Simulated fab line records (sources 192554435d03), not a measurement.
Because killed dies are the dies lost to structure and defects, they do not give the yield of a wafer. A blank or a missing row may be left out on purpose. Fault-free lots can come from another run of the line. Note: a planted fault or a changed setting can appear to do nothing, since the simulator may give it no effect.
fab line records	flow n5Finfet
record: lots: 5	wafers: 15	lastDay: 18
route steps=1938 shown START@1 ZERO_LAYER@2 WELL_APT@20 BEOL_M4@1111 PASSIVATION@1936
lots with no fault: from the same line, run without faults
startH: hours from the record's first day to the start of the lot's first wafer shown	waitH: hours from the lot's prior step to this one	" the same as in the row above	L1.1+2: a single row standing in for several wafers	- either no value or no given start	* or withheld: withheld	< > ~ a bound
route shown NAME@n: NAME is a module with steps in the file, n the number in the route of the first one	usual: mean/standard deviation taken from wafers without a fault	same: alike in all rows	chamber/n: place in a boat	sites: each site's reading	_std_site: the values' standard deviation	_edge_site: inner sites' mean taken away from outer sites' mean	radiusMm: for every site, how far away it sits from the centre of the wafer	mask NAME#n: copy n	behind: the tool/chamber that last shaped the wafer	hold: why the lot was held/for how many hours/how that ended	device: transistor that didn't switch, given as n, p or np	end of line: tests run on the same wafers once the route is complete	where a step has no rows: the recipe by itself	killed: count of dies lost to structure and defects at first sort (not the wafer's yield)	map: a wafer's dies, x killed, . not, _ none there
set.NAME: the setting that was run; set.NAME@STEP: the one run at that earlier step	model.NAME: the simulator's own value behind a step, which no gauge read
certain route steps with their lots: each step a table, each wafer a row
services: when a tool's chamber went out of use (startH, in hours from the record's first day, below 0 if earlier), for how many hours, and the reason
== steps ==
step: N5_START_INSPECT_01
recipe: inspectInstrument: unpatternedScan	mode: incoming
usual: rawDefectCount: 6.0/2.7
lot.wafer	tool	chamber	startH	waitH	rawDefectCount
L479.4	defectInspect-02	-	36.04	-	7
L479.5	"	-	"	"	9
L479.6	"	-	"	"	6
L483.2	defectInspect-01	-	60.03	-	5
L483.5	"	-	"	"	8
L483.6	"	-	"	"	8
L495.1	defectInspect-01	-	132.03	-	5
L495.3	"	-	"	"	8
L495.6	"	-	"	"	4
L496.4	defectInspect-01	-	138.04	-	5
L496.5	"	-	"	"	3
L496.6	"	-	"	"	5
L497.1	defectInspect-02	-	144.03	-	7
L497.2	"	-	"	"	1
L497.4	"	-	"	"	9
step: N5_ZERO_LAYER_PRECLEAN_00
recipe: chemistry: SPM	timeS: 600	tempC: 120	mix: 4:1
step: N5_ZERO_LAYER_SRD_01
recipe: timeS: 30	tempC: 23	rinseLiquid: diw	dry: n2Spin	spinRpm: 1500	dryTimeS: 30
step: N5_ZERO_LAYER_PECVD_02
recipe: material: SiO2	targetThkA: 100	tempC: 400	precursor: SiH4/N2O	pressureTorr: 0.75	rfW: 275	timeS: 6
usual: heaterPowerOuterW: 458/57	heaterPowerW: 772/88	rfFwdPowerW: 272.8/0.87	showerheadPlenumPTorr: 8.14/0.12	showerheadVppV: 1033/38
lot.wafer	tool	chamber	startH	waitH	heaterPowerOuterW	heaterPowerW	rfFwdPowerW	showerheadPlenumPTorr	showerheadVppV	model.SiO2_of_ZERO_LAYER_PECVD_02.thkNm
L479.4	pecvd-01	1	36.31	0.1	557	933	271.0	8.02	1055	10.12
L479.5	"	0	"	"	496	801	272.6	8.09	1038	9.984
L479.6	"	2	"	"	509	850	272.9	8.33	969	10.27
L483.2	pecvd-01	1	60.28	0.0	449	847	271.8	8.03	1051	14.15
L483.5	"	2	"	"	494	808	273.0	8.35	963	10.16
L483.6	"	0	"	"	477	763	271.8	8.12	1031	10.09
L495.1	pecvd-01	0	132.28	0.0	420	699	273.5	8.12	1041	9.781
L495.3	"	1	"	"	493	890	272.5	8.03	1082	9.741
L495.6	"	1	"	"	493	873	273.0	8.01	1055	10.08
L496.4	pecvd-03	2	138.31	0.1	410	664	273.2	8.05	1053	10.23
L496.5	"	0	"	"	363	638	272.4	8.28	998	10.31
L496.6	"	1	"	"	486	797	273.6	8.00	1080	10.5
L497.1	pecvd-04	0	144.29	0.0	483	839	274.2	8.19	1024	10.03
L497.2	"	1	"	"	534	823	271.7	8.18	1017	10.13
L497.4	"	1	"	"	525	828	272.0	8.19	1023	10.2
step: N5_ZERO_LAYER_HMDS_04
recipe: timeS: 60	tempC: 120
step: N5_ZERO_LAYER_COAT_05
recipe: spinRpm: 1500	resistThkNm: 1000
step: N5_ZERO_LAYER_EBR_07
recipe: solvent: PGMEA	ebrWidthMm: 1.5
step: N5_ZERO_LAYER_SOFTBAKE_06
recipe: tempC: 100	timeS: 90
step: N5_ZERO_LAYER_EXPOSE_08
recipe: maskId: ZERO	na: 0.55	sourceShape: conventional	sigmaOuter: 0.8	polarization: unpolarized	defocusNm: 0	targetCdNm: 2000	doseMj: 16.2
step: N5_ZERO_LAYER_PEB_09
recipe: pebTempC: withheld	pebTimeS: *
step: N5_ZERO_LAYER_DEVELOP_10
recipe: developTimeS: 60	rinseLiquid: diw	dry: airSpin	devTempC: 21
step: N5_ZERO_LAYER_HARDBAKE_23
recipe: tempC: 130	timeS: 120
step: N5_ZERO_LAYER_CD_MEAS_11
recipe: targetCdNm: 2000	landingEnergyEv: 500	detector: seInlens
usual: cdNm: 1999.8/2.6
lot.wafer	tool	chamber	startH	waitH	cdNm
L479.4	cdSem-02	0	36.65	-	2004.7
L479.5	"	0	"	"	1999.7
L479.6	"	0	"	"	2003.3
L483.2	cdSem-02	0	60.64	-	2003.6
L483.5	"	0	"	"	2001.9
L483.6	"	0	"	"	2000.1
L495.1	cdSem-02	0	132.64	-	1995.0
L495.3	"	0	"	"	1996.0
L495.6	"	0	"	"	1996.6
L496.4	cdSem-01	0	138.77	-	2000.6
L496.5	"	0	"	"	2001.6
L496.6	"	0	"	"	2003.2
L497.1	cdSem-02	0	144.77	-	1999.6
L497.2	"	0	"	"	1997.9
L497.4	"	0	"	"	1997.9
step: N5_ZERO_LAYER_DESCUM_16
recipe: chemistry: O2	timeS: 7.9	sourcePowerW: 50	biasPowerW: 20	pressureMtorr: 20	rfFrequencyHz: 2.712e+07	tempC: 40	o2FlowSccm: 225
usual: chamberPressureMTorr: 20.000/0.021	drypumpMotorCurrentA: 5.8/0.57	oesProductAu: 0.75/0.059	rfFwdPowerW: 49.48/0.21	rfVppV: 243.5/1.3	showerheadPlenumPTorr: 2.12/0.061	tempC: 40.02/0.1	throttleValvePct: 20.48/0.23
lot.wafer	tool	chamber	startH	waitH	chamberPressureMTorr	drypumpMotorCurrentA	oesProductAu	rfFwdPowerW	rfHoursCounterH	rfVppV	showerheadPlenumPTorr	tempC	throttleValvePct
L479.4	rieDiel-03	2	36.88	0.2	19.984	6.0	0.70	49.22	220	242.4	2.14	39.99	20.63
L479.5	"	3	"	"	20.010	4.8	0.77	49.76	-	244.9	2.20	40.07	20.44
L479.6	"	0	"	"	19.994	5.9	0.69	49.54	-	244.3	2.04	40.01	20.78
L483.2	rieDiel-02	2	60.68	0.0	20.008	5.9	0.72	49.55	203	241.7	1.99	40.18	20.27
L483.5	"	2	"	"	20.024	5.9	0.72	49.18	-	240.5	1.99	40.02	20.26
L483.6	"	3	"	"	20.004	6.2	0.69	49.59	-	244.2	2.19	40.04	20.53
L495.1	rieDiel-03	2	133.30	0.7	19.962	6.0	0.67	49.40	250	242.8	2.13	39.83	20.70
L495.3	"	1	"	"	19.984	5.3	0.76	49.44	159	242.9	2.10	40.17	20.88
L495.6	"	2	"	"	20.001	6.0	0.68	49.30	-	243.1	2.13	39.91	20.69
L496.4	rieDiel-05	2	138.80	0.0	20.015	6.6	0.76	49.59	143	242.1	2.12	39.96	20.59
L496.5	"	3	"	"	19.974	5.8	0.73	49.44	-	246.5	2.16	39.96	20.58
L496.6	"	0	"	"	19.998	6.6	0.78	49.37	-	243.1	2.03	40.16	20.19
L497.1	rieDiel-05	3	144.92	0.1	20.024	5.9	0.72	49.25	158	243.5	2.16	39.89	20.59
L497.2	"	0	"	"	20.039	6.6	0.78	49.35	142	243.2	2.03	39.99	20.19
L497.4	"	2	"	"	19.991	6.6	0.76	49.55	145	244.1	2.12	40.11	20.57
step: N5_ZERO_LAYER_ETCH_17
recipe: chemistry: CF4	target: SiO2	targetDepthA: 120	timeS: 13.3	ionEnergyEv: 350	pressureMtorr: 40	sourceW: 450	biasW: 215	Ar_flow_sccm: 100	cf4FlowSccm: 100
usual: chamberPressureMTorr: 40.00/0.04	drypumpMotorCurrentA: 5.8/0.57	oesProductAu: 0.75/0.058	rfFwdPowerW: 446.8/1.7	rfVppV: 950/3.8	showerheadPlenumPTorr: 2.17/0.059	throttleValvePct: 15.71/0.25
lot.wafer	tool	chamber	startH	waitH	chamberPressureMTorr	drypumpMotorCurrentA	oesProductAu	rfFwdPowerW	rfHoursCounterH	rfVppV	showerheadPlenumPTorr	throttleValvePct
L479.4	rieDiel-03	2	36.91	0.0	40.04	6.0	0.69	445.6	220	952	2.22	16.02
L479.5	"	3	"	"	39.99	4.8	0.77	448.0	-	954	2.24	15.61
L479.6	"	0	"	"	40.03	5.9	0.70	445.5	-	946	2.11	16.11
L483.2	rieDiel-02	2	60.71	0.0	39.97	5.9	0.71	445.9	203	941	2.05	15.57
L483.5	"	2	"	"	39.93	5.9	0.71	445.0	-	942	2.05	15.58
L483.6	"	3	"	"	39.95	6.3	0.69	444.7	-	953	2.22	15.61
L495.1	rieDiel-03	2	133.34	0.0	40.00	6.0	0.67	442.1	250	952	2.21	16.08
L495.3	"	1	"	"	39.98	5.3	0.78	450.0	159	948	2.15	16.01
L495.6	"	2	"	"	40.02	6.0	0.67	444.8	-	952	2.20	16.09
L496.4	rieDiel-05	2	138.84	0.0	40.02	6.6	0.75	447.6	143	949	2.13	15.54
L496.5	"	3	"	"	40.05	5.9	0.71	446.7	-	953	2.22	15.87
L496.6	"	0	"	"	40.01	6.6	0.75	445.6	-	945	2.07	15.36
L497.1	rieDiel-05	3	144.95	0.0	39.99	5.8	0.72	445.8	158	956	2.22	15.87
L497.2	"	0	"	"	39.97	6.6	0.75	445.8	142	944	2.07	15.39
L497.4	"	2	"	"	40.02	6.7	0.76	449.4	145	949	2.13	15.55
step: N5_ZERO_LAYER_ETCH_18
recipe: chemistry: HBr/Cl2	target: Si	targetDepthA: 1200	timeS: 40	pressureMtorr: 10	icpW: 800	biasW: 75	HBr_flow_sccm: 150	Cl2_flow_sccm: 80
usual: chamberPressureMTorr: 9.999/0.0094	drypumpMotorCurrentA: 5.6/0.5	oesProductAu: 1.003/0.02	rfFwdPowerW: 795.5/2.9	throttleValvePct: 36.2/0.45
lot.wafer	tool	chamber	startH	waitH	chamberPressureMTorr	drypumpMotorCurrentA	oesProductAu	rfFwdPowerW	rfHoursCounterH	throttleValvePct
L479.4	rieSi-01	0	36.98	0.0	9.996	6.2	1.025	800.2	79	36.4
L479.5	"	2	"	"	9.990	5.5	0.994	796.1	-	36.8
L479.6	"	3	"	"	9.992	4.7	0.975	796.4	-	36.4
L483.2	rieSi-03	1	60.79	0.0	9.994	5.1	1.004	796.7	143	35.7
L483.5	"	2	"	"	10.014	5.6	0.987	791.7	-	35.5
L483.6	"	3	"	"	10.007	5.5	1.028	797.5	-	36.6
L495.1	rieSi-01	1	133.41	0.0	10.002	5.6	0.972	795.9	76	36.7
L495.3	"	3	"	"	9.989	4.6	0.979	793.6	48	36.4
L495.6	"	0	"	"	9.996	6.3	1.020	799.4	-	36.5
L496.4	rieSi-03	0	138.91	0.0	10.017	6.4	0.987	789.7	114	35.8
L496.5	"	0	"	"	10.009	6.4	0.987	797.5	-	35.8
L496.6	"	1	"	"	9.998	5.1	0.998	790.4	-	35.7
L497.1	rieSi-01	1	145.03	0.0	10.002	5.6	0.967	796.1	76	36.7
L497.2	"	3	"	"	9.985	4.7	0.984	792.7	49	36.4
L497.4	"	0	"	"	10.022	6.2	1.020	800.8	81	36.4
step: N5_ZERO_LAYER_STRIP_24
recipe: chemistry: O2	powerW: 1000	tempC: 250	overashFraction: 0.3	pressureMtorr: 1000	o2FlowSccm: 6750
usual: chamberPressureMTorr: 999.9/0.91	drypumpMotorCurrentA: 5.5/0.34	heaterPowerW: 340/40	oesProductAu: 0.647/0.0042	stripTimeToEndpointS: 43.92/0.094	tempC: 249.97/0.16
lot.wafer	tool	chamber	startH	waitH	chamberPressureMTorr	drypumpMotorCurrentA	heaterPowerW	oesProductAu	rfHoursCounterH	stripTimeToEndpointS	tempC
L479.4	plasmaAsher-01	1	37.11	0.1	998.9	5.5	363	0.648	-	44.00	249.72
L479.5	"	0	"	"	1000.2	5.6	383	0.653	-	43.98	250.10
L479.6	"	1	"	"	1001.2	5.4	362	0.646	-	44.06	249.76
L483.2	plasmaAsher-02	1	60.89	0.1	1000.6	4.9	290	0.652	85	43.92	249.76
L483.5	"	0	"	"	1001.2	5.8	303	0.649	-	43.79	250.19
L483.6	"	1	"	"	999.3	4.9	292	0.649	-	43.86	249.71
L495.1	plasmaAsher-01	0	133.52	0.1	999.5	5.7	388	0.643	46	44.00	250.12
L495.3	"	0	"	"	1000.3	5.7	394	0.645	-	43.93	249.94
L495.6	"	0	"	"	1000.3	5.7	387	0.653	-	43.94	250.19
L496.4	plasmaAsher-01	0	139.09	0.1	1000.2	5.7	394	0.650	-	43.81	249.93
L496.5	"	0	"	"	1001.8	5.6	392	0.639	-	43.91	250.07
L496.6	"	1	"	"	1000.7	5.5	365	0.651	-	43.84	250.09
L497.1	plasmaAsher-02	0	145.13	0.1	998.6	5.8	302	0.649	102	43.99	250.10
L497.2	"	1	"	"	1000.0	4.9	295	0.646	102	43.98	249.97
L497.4	"	0	"	"	1001.4	5.8	305	0.650	-	44.04	250.19
step: N5_ZERO_LAYER_STRIP_19
recipe: chemistry: SPM	timeS: 900	tempC: 130	h2so4H2o2VolRatio: 4	dry: ipaMarangoni
step: N5_ZERO_LAYER_INSPECT_20
recipe: inspectInstrument: darkfield	mode: postClean
usual: rawDefectCount: 35/17
lot.wafer	tool	chamber	startH	waitH	rawDefectCount
L479.4	defectInspect-02	-	37.45	0.0	20
L479.5	"	-	"	"	19
L479.6	"	-	"	"	28
L483.2	defectInspect-02	-	61.25	0.0	24
L483.5	"	-	"	"	18
L483.6	"	-	"	"	17
L495.1	defectInspect-01	-	133.88	0.0	43
L495.3	"	-	"	"	44
L495.6	"	-	"	"	43
L496.4	defectInspect-02	-	139.43	0.0	47
L496.5	"	-	"	"	29
L496.6	"	-	"	"	21
L497.1	defectInspect-01	-	145.49	0.0	73
L497.2	"	-	"	"	36
L497.4	"	-	"	"	25
step: N5_WELL_APT_HMDS_01
recipe: timeS: 60	tempC: 120
step: N5_WELL_APT_COAT_02
recipe: spinRpm: 1357	resistThkNm: 950
step: N5_WELL_APT_EBR_04
recipe: solvent: PGMEA	ebrWidthMm: 1.5
step: N5_WELL_APT_SOFTBAKE_03
recipe: tempC: 130	timeS: 60
step: N5_WELL_APT_EXPOSE_05
recipe: maskId: NWELL	na: 0.8	sourceShape: conventional	sigmaOuter: 0.8	polarization: unpolarized	defocusNm: 0	targetCdNm: 200	doseMj: 20.3
step: N5_WELL_APT_PEB_06
recipe: pebTempC: 130	pebTimeS: 90
step: N5_WELL_APT_DEVELOP_07
recipe: developTimeS: 45	rinseLiquid: surfactantRinse	dry: airSpin	devTempC: 21
step: N5_WELL_APT_HARDBAKE_12
recipe: tempC: 130	timeS: 120
step: N5_WELL_APT_CD_MEAS_08
recipe: targetCdNm: 200	landingEnergyEv: 500	detector: seInlens
usual: cdNm: 199.0/1.9
lot.wafer	tool	chamber	startH	waitH	cdNm
L479.4	cdSem-02	0	37.88	-	201.4
L479.5	"	0	"	"	198.7
L479.6	"	0	"	"	200.8
L483.2	cdSem-02	0	61.68	-	199.2
L483.5	"	0	"	"	201.8
L483.6	"	0	"	"	196.6
L495.1	cdSem-02	0	134.19	-	202.8
L495.3	"	0	"	"	200.1
L495.6	"	0	"	"	202.0
L496.4	cdSem-03	0	139.87	-	202.1
L496.5	"	0	"	"	198.3
L496.6	"	0	"	"	201.2
L497.1	cdSem-03	0	145.79	-	201.8
L497.2	"	0	"	"	198.8
L497.4	"	0	"	"	201.2
step: N5_WELL_APT_OVL_MEAS_09
recipe: pointsPerWafer: 44
usual: NWELL_OVL: 5/5.4
lot.wafer	tool	chamber	startH	waitH	NWELL_OVL[nm]
L479.4	overlay-01	0	37.91	0.0	0
L479.5	"	0	"	"	-3
L479.6	"	0	"	"	4
L483.2	overlay-01	0	61.72	0.0	4
L483.5	"	0	"	"	-3
L483.6	"	0	"	"	9
L495.1	overlay-02	0	134.22	0.0	5
L495.3	"	0	"	"	1
L495.6	"	0	"	"	2
L496.4	overlay-02	0	139.89	0.0	13
L496.5	"	0	"	"	10
L496.6	"	0	"	"	9
L497.1	overlay-02	0	145.82	0.0	-4
L497.2	"	0	"	"	-3
L497.4	"	0	"	"	-8
step: N5_WELL_APT_INSPECT_10
recipe: mode: adi	inspectInstrument: macro
usual: rawDefectCount: 2.0/1.4
lot.wafer	tool	chamber	startH	waitH	rawDefectCount
L479.4	defectInspect-02	-	37.93	0.0	3
L479.5	"	-	"	"	4
L479.6	"	-	"	"	0
L483.2	defectInspect-02	-	61.75	0.0	2
L483.5	"	-	"	"	4
L483.6	"	-	"	"	4
L495.1	defectInspect-02	-	134.25	0.0	1
L495.3	"	-	"	"	3
L495.6	"	-	"	"	1
L496.4	defectInspect-02	-	139.92	0.0	0
L496.5	"	-	"	"	4
L496.6	"	-	"	"	2
L497.1	defectInspect-02	-	145.85	0.0	1
L497.2	"	-	"	"	1
L497.4	"	-	"	"	1
step: N5_WELL_APT_DESCUM_13
recipe: chemistry: O2	timeS: 7.9	sourcePowerW: 50	biasPowerW: 20	pressureMtorr: 20	rfFrequencyHz: 2.712e+07	tempC: 40	o2FlowSccm: 225
usual: chamberPressureMTorr: 20.000/0.022	drypumpMotorCurrentA: 5.6/0.45	oesProductAu: 0.82/0.098	rfFwdPowerW: 49.69/0.18	rfVppV: 243.4/1.3	showerheadPlenumPTorr: 2.10/0.07	tempC: 39.98/0.12	throttleValvePct: 20.29/0.25
lot.wafer	tool	chamber	startH	waitH	chamberPressureMTorr	drypumpMotorCurrentA	oesProductAu	rfFwdPowerW	rfHoursCounterH	rfVppV	showerheadPlenumPTorr	tempC	throttleValvePct
L479.4	rieDiel-06	2	38.03	0.1	20.009	5.8	0.95	49.80	9	243.6	2.12	40.12	20.02
L479.5	"	3	"	"	19.998	5.1	0.69	49.71	-	242.0	2.07	39.78	20.89
L479.6	"	0	"	"	20.017	5.2	0.77	49.78	-	242.8	2.16	39.89	19.93
L483.2	rieDiel-01	2	62.02	0.3	19.975	5.6	0.94	49.69	11	242.2	2.07	39.98	20.25
L483.5	"	2	"	"	20.008	5.6	0.95	49.73	-	242.6	2.07	39.98	20.27
L483.6	"	1	"	"	20.021	5.3	0.73	49.57	-	243.5	2.05	39.99	20.54
L495.1	rieDiel-06	3	134.28	0.0	20.008	5.1	0.93	49.70	32	242.0	2.06	39.84	20.44
L495.3	"	2	"	"	19.965	5.8	0.87	49.89	48	244.0	2.11	40.01	20.06
L495.6	"	2	"	"	20.001	5.8	0.86	49.65	-	244.4	2.11	40.07	20.07
L496.4	rieDiel-06	1	140.10	0.2	19.964	6.3	0.92	49.56	10	245.0	2.24	39.80	20.33
L496.5	"	3	"	"	19.989	5.1	0.92	49.61	-	242.1	2.06	39.95	20.46
L496.6	"	0	"	"	19.993	5.2	0.73	49.83	-	244.8	2.14	40.05	20.00
L497.1	rieDiel-06	3	146.66	0.8	20.037	5.1	0.92	49.26	38	242.5	2.06	40.03	20.45
L497.2	"	1	"	"	20.018	6.4	0.90	49.65	13	246.0	2.24	40.16	20.35
L497.4	"	0	"	"	20.010	5.2	0.72	49.59	193	244.6	2.14	40.07	20.00
step: N5_WELL_APT_IMPLANT_14
recipe: species: P	energyKev: 160	doseCm2: 1.5e+13	tiltDeg: 0	rotationDeg: 0
step: N5_WELL_APT_IMPLANT_15
recipe: species: As	energyKev: 25	doseCm2: 1.5e+13	tiltDeg: 0	rotationDeg: 0
step: N5_BEOL_M4_RC_MEAS_101
usual: DIBL_N: 36.4/2.7	DIBL_P: 36/3.2	IOFF_N: 0.16/0.046	IOFF_P: 0.21/0.055	ION_N: 677/15	ION_P: 464/11	RS_PWELL: 3011/26	SS_N: 71.5/0.79	SS_P: 73.3/0.93	VT_N: 250/4.1	VT_P: -251/4.4
lot.wafer	tool	chamber	startH	waitH	DIBL_N[mV/V]	DIBL_P[mV/V]	IOFF_N[nA/um]	IOFF_P[nA/um]	ION_N[uA/um]	ION_P[uA/um]	RS_PWELL[ohm/sq]	SS_N[mV/dec]	SS_P[mV/dec]	VT_N[mV]	VT_P[mV]
L479.4	prober-02	0	207.21	0.5	36.5	36	0.16	0.21	672	460	2992	71.5	73.0	249	-251
L479.5	"	0	"	"	34.8	33	0.13	0.17	668	465	3008	71.4	71.8	250	-251
L479.6	"	0	"	"	37.0	36	0.17	0.22	686	462	3019	71.7	73.2	248	-248
L483.2	prober-02	0	230.95	0.2	41.2	42	0.23	0.33	675	460	3108	71.8	74.9	248	-245
L483.5	"	0	"	"	36.1	34	0.13	0.19	658	455	2990	71.0	73.1	256	-254
L483.6	"	0	"	"	35.3	34	0.13	0.19	664	456	3009	71.0	73.9	251	-250
L495.1	prober-01	0	298.70	0.0	39.3	39	0.20	0.25	679	464	3070	72.0	73.7	243	-248
L495.3	"	0	"	"	38.4	37	0.19	0.23	691	467	3000	71.1	73.3	247	-249
L495.6	"	0	"	"	41.9	41	0.26	0.29	695	470	3059	73.3	74.8	243	-247
L496.4	prober-02	0	317.09	0.5	39.8	40	0.23	0.26	692	470	2983	72.3	74.0	245	-246
L496.5	"	0	"	"	37.0	37	0.17	0.21	698	472	3041	71.3	73.3	248	-250
L496.6	"	0	"	"	40.3	42	0.26	0.30	696	471	3002	73.2	74.7	244	-246
L497.1	prober-02	0	319.05	0.0	37.4	36	0.16	0.21	681	465	3010	70.7	73.3	248	-250
L497.2	"	0	"	"	36.8	36	0.15	0.19	670	456	3016	70.8	73.2	250	-254
L497.4	"	0	"	"	37.1	36	0.17	0.20	697	477	3001	70.7	72.9	248	-253
step: N5_PASSIVATION_PROBE_49
usual: defectLimitedYield: 91.1/1.4	killed_at_M0_to_M3: 34/9.7	killed_at_M4_up: 13/5.1	killedAtContacts: 14/6.3	killedAtFrontEnd: 40/11	killedAtOther: 3.5/2.7	killedDies: 105/16	killedOpen: 70/12	killedShort: 34/7.8	sort_bin_4_leakage: 0.02/0.13	sort_bin_5_function: 5.2/0.88	sort_bin_6_memory: 3.3/0.7	sortNPass: 1074/17	sortYieldPct: 91.0/1.5
same: grossDies: 1180	killedAtBackSide: 0	sort_bin_8_speed[%]: 0
lot.wafer	tool	chamber	startH	waitH	defectLimitedYield[%]	killed_at_M0_to_M3	killed_at_M4_up	killedAtContacts	killedAtFrontEnd	killedAtOther	killedDies	killedOpen	killedShort	sort_bin_4_leakage[%]	sort_bin_5_function[%]	sort_bin_6_memory[%]	sortNPass	sortYieldPct[%]
L479.4	prober-01	-	307.80	0.2	91.5	26	16	25	31	2	100	69	30	0	5.0	3.1	1080	91.5
L479.5	prober-01	-	307.85	0.2	91.8	24	14	15	40	4	97	62	32	0	5.1	3.0	1083	91.8
L479.6	prober-01	-	307.90	0.3	92.4	17	18	13	39	3	90	62	27	0	3.6	3.7	1090	92.4
L483.2	prober-02	-	339.09	0.1	90.3	37	14	11	48	5	115	77	32	0	5.5	3.6	1065	90.3
L483.5	prober-02	-	339.24	0.2	91.3	22	9	9	60	3	103	67	36	0	5.3	3.3	1077	91.3
L483.6	prober-02	-	339.29	0.3	91.9	25	13	6	50	1	95	70	24	0	4.1	3.6	1085	91.9
L495.1	prober-01	-	403.08	0.0	89.9	48	13	5	47	6	119	78	40	0	5.4	4.3	1061	89.9
L495.3	prober-01	-	403.18	0.1	90.1	43	24	17	31	2	117	87	30	0	6.3	3.6	1063	90.1
L495.6	prober-01	-	403.33	0.3	92.5	31	14	14	27	2	88	62	24	0	4.5	2.9	1092	92.5
L497.1	prober-01	-	423.72	0.0	90.8	39	11	5	51	3	109	65	43	0	5.1	3.8	1071	90.8
L497.2	prober-01	-	423.77	0.1	91.9	32	14	3	44	3	96	72	24	0	4.6	3.3	1084	91.9
L497.4	prober-01	-	423.87	0.2	89.6	41	14	9	55	4	123	72	51	0	5.6	4.3	1057	89.6
killed by level:class
L479.4 MOL_CONTACT_COAG:geometricParticle:open=19 FIN_SAQP:geometricParticle:open=13 BEOL_M4:geometricParticle:open=11 BEOL_M0_SAQP:geometricParticle:open=7 MOL_CONTACT_COAG:geometricParticle:short=6 FIN_SAQP:geometricParticle:short=4 BEOL_M0_SAQP:geometricParticle:short=4 BEOL_M3:geometricParticle:open=4
L479.5 MOL_CONTACT_COAG:geometricParticle:open=10 STI_FIN_REVEAL:geometricParticle:open=9 BEOL_M4:geometricParticle:open=9 BEOL_M2:geometricParticle:open=8 STARTING-WAFER:geometricParticle:open=6 FIN_SAQP:geometricParticle:short=5 GATE_CUT:geometricParticle:short=5 MOL_CONTACT_COAG:geometricParticle:short=5
L479.6 MOL_CONTACT_COAG:geometricParticle:open=13 BEOL_M4:geometricParticle:open=12 FIN_SAQP:geometricParticle:open=9 FIN_SAQP:geometricParticle:short=8 GATE_CUT:geometricParticle:short=6 BEOL_M0_SAQP:geometricParticle:short=6 BEOL_M3:geometricParticle:open=6 STI_FIN_REVEAL:geometricParticle:open=5
L483.2 STI_FIN_REVEAL:geometricParticle:open=19 BEOL_M0_SAQP:geometricParticle:short=12 BEOL_M3:geometricParticle:open=9 MOL_CONTACT_COAG:geometricParticle:open=9 BEOL_M0_SAQP:geometricParticle:open=9 FIN_SAQP:geometricParticle:open=5 DUMMY_GATE:geometricParticle:open=5 BEOL_M4:geometricParticle:open=5
L483.5 STI_FIN_REVEAL:geometricParticle:open=18 BEOL_M0_SAQP:geometricParticle:short=8 MOL_CONTACT_COAG:geometricParticle:open=7 FIN_SAQP:geometricParticle:open=6 BEOL_M0_SAQP:geometricParticle:open=6 GATE_CUT:geometricParticle:short=5 BEOL_M3:geometricParticle:open=5 STARTING-WAFER:geometricParticle:short=5
L483.6 STI_FIN_REVEAL:geometricParticle:open=20 FIN_SAQP:geometricParticle:short=13 BEOL_M2:geometricParticle:open=10 MOL_CONTACT_COAG:geometricParticle:open=6 BEOL_M1:geometricParticle:open=5 BEOL_M0_SAQP:geometricParticle:short=4 BEOL_M4:geometricParticle:open=4 STARTING-WAFER:geometricParticle:open=4
L495.1 BEOL_M3:geometricParticle:open=17 FIN_SAQP:geometricParticle:open=15 FIN_SAQP:geometricParticle:short=11 BEOL_M1:geometricParticle:short=8 BEOL_M1:geometricParticle:open=7 DUMMY_GATE:geometricParticle:open=6 BEOL_M2:geometricParticle:open=5 BEOL_M3:geometricParticle:short=4
L495.3 BEOL_M1:geometricParticle:open=19 MOL_CONTACT_COAG:geometricParticle:open=14 BEOL_M2:geometricParticle:open=12 BEOL_M4:geometricParticle:open=10 BEOL_M4:geometricParticle:short=8 FIN_SAQP:geometricParticle:open=7 BEOL_M3:geometricParticle:open=5 STI_FIN_REVEAL:geometricParticle:open=5
L495.6 MOL_CONTACT_COAG:geometricParticle:open=12 BEOL_M1:geometricParticle:open=8 BEOL_M4:geometricParticle:open=8 FIN_SAQP:geometricParticle:short=7 BEOL_M2:geometricParticle:open=6 BEOL_M3:geometricParticle:open=5 FIN_SAQP:geometricParticle:open=4 GATE_CUT:geometricParticle:short=4
L497.1 BEOL_M0_SAQP:geometricParticle:short=19 STI_FIN_REVEAL:geometricParticle:open=18 BEOL_M0_SAQP:geometricParticle:open=10 FIN_SAQP:geometricParticle:open=8 STI_FIN_REVEAL:geometricParticle:short=7 FIN_SAQP:geometricParticle:short=6 BEOL_M1:geometricParticle:open=6 MOL_CONTACT_COAG:geometricParticle:open=5
L497.2 STI_FIN_REVEAL:geometricParticle:open=21 BEOL_M0_SAQP:geometricParticle:open=9 BEOL_M4:geometricParticle:open=9 STI_FIN_REVEAL:geometricParticle:short=8 BEOL_M0_SAQP:geometricParticle:short=5 BEOL_M3:geometricParticle:open=5 BEOL_M0:geometricParticle:open=4 BEOL_M2:geometricParticle:open=4
L497.4 STI_FIN_REVEAL:geometricParticle:open=28 BEOL_M0_SAQP:geometricParticle:short=18 BEOL_M0_SAQP:geometricParticle:open=12 STI_FIN_REVEAL:geometricParticle:short=8 MOL_CONTACT_COAG:geometricParticle:open=6 BEOL_M4:geometricParticle:short=6 BEOL_M2:geometricParticle:open=4 FIN_SAQP:geometricParticle:open=3
== services ==
tool	chamber	startH	hours	kind
rieDiel-01	2	21.12	19.1	repair
rieDiel-02	1	29.54	7.5	repair
rieDiel-02	2	33.44	10.3	repair
rieDiel-06	3	39.13	-	clean
rieDiel-06	3	39.13	-	consumableReplace:focusRing
rieDiel-06	3	39.13	13.7	scheduledDown
rieDiel-06	3	39.13	13.7	ventCycle
rieDiel-03	3	60.59	9.6	repair
rieSi-01	0	63.89	7.6	repair
pecvd-03	0	74.44	15.9	repair
rieDiel-02	0	83.16	3.2	repair
rieDiel-06	1	88.25	-	clean
rieDiel-06	1	88.25	-	consumableReplace:focusRing
rieDiel-06	1	88.25	-	consumableReplace:showerhead
rieDiel-06	1	88.25	19.6	scheduledDown
rieDiel-06	1	88.25	19.6	ventCycle
pecvd-03	-	98.95	0.7	repair
rieSi-03	0	117.93	4.8	repair
rieDiel-05	3	120.53	12.2	repair
rieDiel-05	0	130.14	5.3	repair
rieDiel-03	0	130.43	-	clean
rieDiel-03	0	130.43	-	consumableReplace:focusRing
rieDiel-01	-	144.78	4.3	pm
rieDiel-02	-	145.77	0.3	repair
== key ==
firstSign: step: N5_BEOL_M4_RC_MEAS_101	reading: RS_PWELL	direction: up	sigmas: 3.8	usual: 3011	struck: 3108
effect none on later readings
modelEffect: step: N5_ZERO_LAYER_PECVD_02	value: SiO2_of_ZERO_LAYER_PECVD_02.thkNm	without: 10.21	struck: 14.15
metAt N5_ZERO_LAYER_PECVD_02
struckWafers L483.2
onsetBetween 36.31 60.28
fault: kind: processParameterDrift	tool: pecvd-01	chamber: 1	onsetH: 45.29	steps: N5_ZERO_LAYER_PECVD_02	channel: targetThkA	offset: *	shape: step	endH: 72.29	actsIn: *	stated: *
